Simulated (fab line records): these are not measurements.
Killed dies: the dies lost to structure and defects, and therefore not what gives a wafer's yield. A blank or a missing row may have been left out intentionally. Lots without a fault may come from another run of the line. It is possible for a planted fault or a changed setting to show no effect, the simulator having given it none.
Chamber matching    flow n5 finfet    N5_BEOL_M3_CO_CAP_55 on cvd co-02: 3 sister chambers
The step material Co, precursor CCTBA/H2, target thk 2 nm, time 102.1 s. 33 wafers are shown with their chamber, then 12 later ones without.

WAFERS PAIRED WITH THEIR CHAMBERS
wafer   chamber  heater power w (W)
L074.2  1        268
L074.4  2        227
L074.6  1        258
L075.1  1        266
L075.4  1        268
L075.6  2        238
L077.2  2        240
L077.4  0        257
L077.5  1        268
L080.2  0        256
L080.3  2        232
L080.6  2        238
L079.1  2        239
L079.3  0        249
L079.4  0        260
L082.4  1        267
L082.5  0        261
L082.6  2        233
L083.4  0        257
L083.5  1        273
L083.6  2        230
L084.3  2        235
L084.4  0        261
L084.5  2        241
L088.2  0        258
L088.4  0        258
L088.5  1        263
L087.1  1        263
L087.3  0        251
L087.6  0        259
L089.4  0        254
L089.5  2        237
L089.6  1        266

SIGNATURES, as means of the wafers listed above
reading         chamber 0  chamber 1  chamber 2  scatter within a chamber
heater power w  256.75     266.00     235.45     4.08
Rule: distance of a wafer from a chamber = root of the sum over the readings of ((wafer's reading minus chamber's mean) / reading's scatter) squared. The wafer belongs to the nearest chamber; if the next one is less than 2 further off, it can't be placed. How the scatter is found: for the shown wafers, subtract from each reading the mean of its chamber, square and add these, divide the total by (wafers less chambers), then take the root.

WAFERS MISSING THEIR CHAMBER
wafer   heater power w (W)
L090.1  242
L090.3  254
L090.5  257
L093.2  266
L093.3  261
L093.5  259
L095.1  236
L095.4  237
L095.5  258
L096.1  268
L096.2  261
L096.5  235

EACH ONE'S CHAMBER
wafer   from the rows above      in truth
L090.1  2                        2
L090.3  0                        0
L090.5  0                        0
L093.2  1                        1
L093.3  can't be placed: 0 or 1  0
L093.5  can't be placed: 0 or 1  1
L095.1  2                        2
L095.4  2                        2
L095.5  can't be placed: 0 or 1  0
L096.1  1                        1
L096.2  can't be placed: 0 or 1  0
L096.5  2                        2
Correctly placed: 8 of 12. Not placeable from these rows: 4 (in 4, the candidates include the true chamber). 0 placed wrongly.
